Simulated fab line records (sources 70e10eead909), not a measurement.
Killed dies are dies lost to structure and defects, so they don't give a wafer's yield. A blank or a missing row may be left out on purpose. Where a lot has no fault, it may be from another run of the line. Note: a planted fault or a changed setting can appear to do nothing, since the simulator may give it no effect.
A struck lot beside a sound one :: flow nandHarc :: 16 steps out of a route of 1159
Sound: these wafers, L583.1, L583.2, L583.3. Wafers L586.1, L586.5, L586.6 were the ones struck. The cause comes at the end.
Per side, at each step with rows, come the tool, then ch with its chambers, and then its first start. Under that, the readings that differ: sound wafers :: struck wafers :: difference of the means :: sigmas: that difference in standard deviations of wafers without a fault.
alike: a reading whose means differ by less than 2 such deviations, as well as words and numbers matching on both sides. not compared: withheld readings; readings where some wafer has no value; bounds like >300 that might hide an equal value; numbers whose values overlap and for which the record gives no deviation.
Wherever a step has rows on one side only, a row that says differs or no value, or a row with sigmas, the two part there. Numbers that have no deviation but don't overlap get no sigmas and don't part them. A reading missing from all wafers of one side parts the sides only when that side holds two or more wafers.

first, 1 step without rows for these wafers: NHARC_P_BONDPAD_HARDBAKE_10 (time 65 s).
NHARC_P_BONDPAD_DESCUM_11: chemistry O2, time 3 s.
  sound on rieDiel-06 ch 0,2,3, day 6 17:08; struck on rieDiel-11 ch 0,3, day 7 15:23
  alike: drypumpMotorCurrentA, mfcArSccm, oesProductAu, rfVppV, showerheadPlenumPTorr, throttleValvePct
  not compared: rfHoursCounterH
NHARC_P_BONDPAD_ETCH_37: etches the open film in N2/H2, target depth 60 nm, overetch 18 nm, time 65.91 s.
  sound on rieDiel-06 ch 1,2,3, day 6 17:13; struck on rieDiel-11 ch 0,3, day 7 15:34
reading: mfcArSccm (sccm)
sound: 0.0021 0 0
struck: 0.0115 0 0.0115
difference: +0.0070
sigmas: +3
  alike: drypumpMotorCurrentA, oesProductAu, rfVppV, showerheadPlenumPTorr, throttleValvePct
  not compared: rfHoursCounterH
then, 1 step without rows for these wafers: NHARC_P_BONDPAD_ETCH_12 (etches the open film in CHF3/O2, target depth 200 nm, time 100 s).
NHARC_P_BONDPAD_CD_MEAS_13:
  sound on cdSem-01, day 6 17:27; struck on cdSem-02, day 7 15:51
  alike: cdNm
then, 1 step without rows for these wafers: NHARC_P_BONDPAD_STRIP_15 (strips in O2).
NHARC_P_BONDPAD_ETCH_24: etches the open film in CF4/N2, target depth 30 nm, time 72.99 s.
  sound on rieDiel-06 ch 0,2,3; struck on rieDiel-02 ch 0,3
reading: showerheadPlenumPTorr (Torr)
sound: 2.75 2.72 2.73
struck: 2.57 2.45 2.57
difference: -0.20
sigmas: -2
  alike: drypumpMotorCurrentA, mfcArSccm, oesProductAu, rfVppV, throttleValvePct
  not compared: rfHoursCounterH
then, 2 steps without rows for these wafers: NHARC_P_BONDPAD_STRIP_16 (strips in post etch residue remover, time 600 s); NHARC_P_BONDPAD_DEGAS_25 (time 60 s).
NHARC_P_BONDPAD_PRE_CLEAN_26: time 30 s.
  sound on pvdSputter-03; struck on pvdSputter-02
  alike: heaterPowerW, susceptorTempC
then, 2 steps without rows for these wafers: NHARC_P_BONDPAD_PVD_17 (deposits TaN, target thk 5 nm, time 8.06 s); NHARC_P_BONDPAD_PVD_27 (deposits Cu, target thk 30 nm, time 20.49 s).
NHARC_P_BONDPAD_ECD_18: material Cu, target thk 400 nm.
  sound on ecdCu-02 ch 0,1, day 6 18:26; struck on ecdCu-02 ch 0,1, day 7 16:53
  no value came back on the struck wafers for bathHeatDutyPct (%), bathTempC (C); on the sound wafers bathHeatDutyPct (%) reads 5.7 6.3 7.0
then, 1 step without rows for these wafers: NHARC_P_BONDPAD_ANNEAL_28 (time 90 s).
NHARC_P_BONDPAD_CMP_19: polishes, t overpolish 30 s, cu recess touch 16 s, target thk 160.81 nm.
  sound on cmp-04 ch 1,2,3, day 6 19:11; struck on cmp-01 ch 0,1, day 7 17:35
  alike: motorCurrentA, overpolishRunS, slurryFilterDpKPa
NHARC_P_BONDPAD_THK_MEAS_20: measures by xrf.
  sound on filmMetro-02, day 6 19:28; struck on filmMetro-01, day 7 18:03
reading: thkNm (nm)
sound: 163.1 160.2 159.4
struck: 30.1 29.1 30.8
difference: -130.9
sigmas: -99 or more
  not compared: hold

WHERE THEY PART
At NHARC_P_BONDPAD_ETCH_37 first; at NHARC_P_BONDPAD_THK_MEAS_20 last (within this record only).

WHY: the cause the simulator had injected
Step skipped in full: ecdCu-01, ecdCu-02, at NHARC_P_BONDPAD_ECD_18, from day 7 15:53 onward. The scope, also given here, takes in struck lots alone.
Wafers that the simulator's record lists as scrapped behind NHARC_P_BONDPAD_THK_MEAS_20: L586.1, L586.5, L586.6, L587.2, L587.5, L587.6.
